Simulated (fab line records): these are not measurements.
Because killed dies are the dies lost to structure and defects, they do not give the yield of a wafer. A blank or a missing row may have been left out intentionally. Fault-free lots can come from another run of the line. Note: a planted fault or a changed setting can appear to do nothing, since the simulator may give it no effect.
Chamber matching + flow n5Finfet + rieDiel-05 running N5_FIN_CUT_STRIP_22: 4 sister chambers
The step strips in N2/H2. 18 wafers are shown with their chamber, then 9 later ones without.

== EACH WAFER AND ITS CHAMBER ==
| wafer  | chamber | showerheadPlenumPTorr (Torr) | throttleValvePct (%) | drypumpMotorCurrentA (A) |
|--------|---------|------------------------------|----------------------|--------------------------|
| L074.1 | 2       | 3.27                         | 18.7                 | 5.1                      |
| L074.4 | 3       | 3.49                         | 19.1                 | 5.8                      |
| L074.6 | 0       | 3.25                         | 19.2                 | 5.1                      |
| L077.2 | 0       | 3.25                         | 19.2                 | 5.2                      |
| L077.4 | 2       | 3.27                         | 18.8                 | 5.1                      |
| L077.6 | 3       | 3.49                         | 19.1                 | 5.8                      |
| L080.1 | 1       | 3.44                         | 18.4                 | 6.0                      |
| L080.3 | 3       | 3.49                         | 19.1                 | 5.8                      |
| L080.5 | 2       | 3.27                         | 18.8                 | 5.0                      |
| L081.1 | 0       | 3.25                         | 19.2                 | 5.2                      |
| L081.2 | 3       | 3.49                         | 19.1                 | 5.8                      |
| L081.4 | 2       | 3.27                         | 18.8                 | 5.0                      |
| L083.1 | 0       | 3.24                         | 19.2                 | 5.1                      |
| L083.5 | 2       | 3.26                         | 18.8                 | 5.1                      |
| L083.6 | 0       | 3.25                         | 19.2                 | 5.1                      |
| L089.1 | 2       | 3.26                         | 18.8                 | 5.0                      |
| L089.4 | 0       | 3.24                         | 19.2                 | 5.2                      |
| L089.6 | 3       | 3.48                         | 19.2                 | 5.8                      |

SIGNATURES, as means of the wafers listed above
| reading               | chamber 0 | chamber 1 | chamber 2 | chamber 3 | scatter within a chamber |
|-----------------------|-----------|-----------|-----------|-----------|--------------------------|
| showerheadPlenumPTorr | 3.2467    | 3.4400    | 3.2667    | 3.4880    | 0.00498                  |
| throttleValvePct      | 19.200    | 18.400    | 18.783    | 19.120    | 0.0342                   |
| drypumpMotorCurrentA  | 5.150     | 6.000     | 5.050     | 5.800     | 0.0463                   |
Rule: distance of a wafer from a chamber = root of the sum over the readings of ((wafer's reading minus chamber's mean) / reading's scatter) squared. The wafer belongs to the nearest chamber; if the next one is less than 2 further off, it can't be placed. The scatter: the root of (the sum of the squares of (reading less its chamber's mean) over the shown wafers, divided by (wafers less chambers)).

== WAFERS WITH NO CHAMBER GIVEN ==
| wafer  | showerheadPlenumPTorr (Torr) | throttleValvePct (%) | drypumpMotorCurrentA (A) |
|--------|------------------------------|----------------------|--------------------------|
| L091.2 | 3.24                         | 19.2                 | 5.1                      |
| L091.3 | 3.48                         | 19.1                 | 5.8                      |
| L091.5 | 3.24                         | 19.2                 | 5.2                      |
| L092.1 | 3.43                         | 18.4                 | 5.9                      |
| L092.2 | 3.24                         | 19.2                 | 5.2                      |
| L092.5 | 3.24                         | 19.2                 | 5.1                      |
| L095.2 | 3.23                         | 19.2                 | 5.1                      |
| L095.5 | 3.23                         | 19.2                 | 5.1                      |
| L095.6 | 3.48                         | 19.2                 | 5.8                      |

== EACH ONE'S CHAMBER ==
| wafer  | from the rows above | in truth |
|--------|---------------------|----------|
| L091.2 | 0                   | 0        |
| L091.3 | 3                   | 3        |
| L091.5 | 0                   | 0        |
| L092.1 | 1                   | 1        |
| L092.2 | 0                   | 0        |
| L092.5 | 0                   | 0        |
| L095.2 | 0                   | 0        |
| L095.5 | 0                   | 0        |
| L095.6 | 3                   | 3        |
Correctly placed: 9 of 9. Can't be placed from these rows: 0. Placed wrongly: 0.
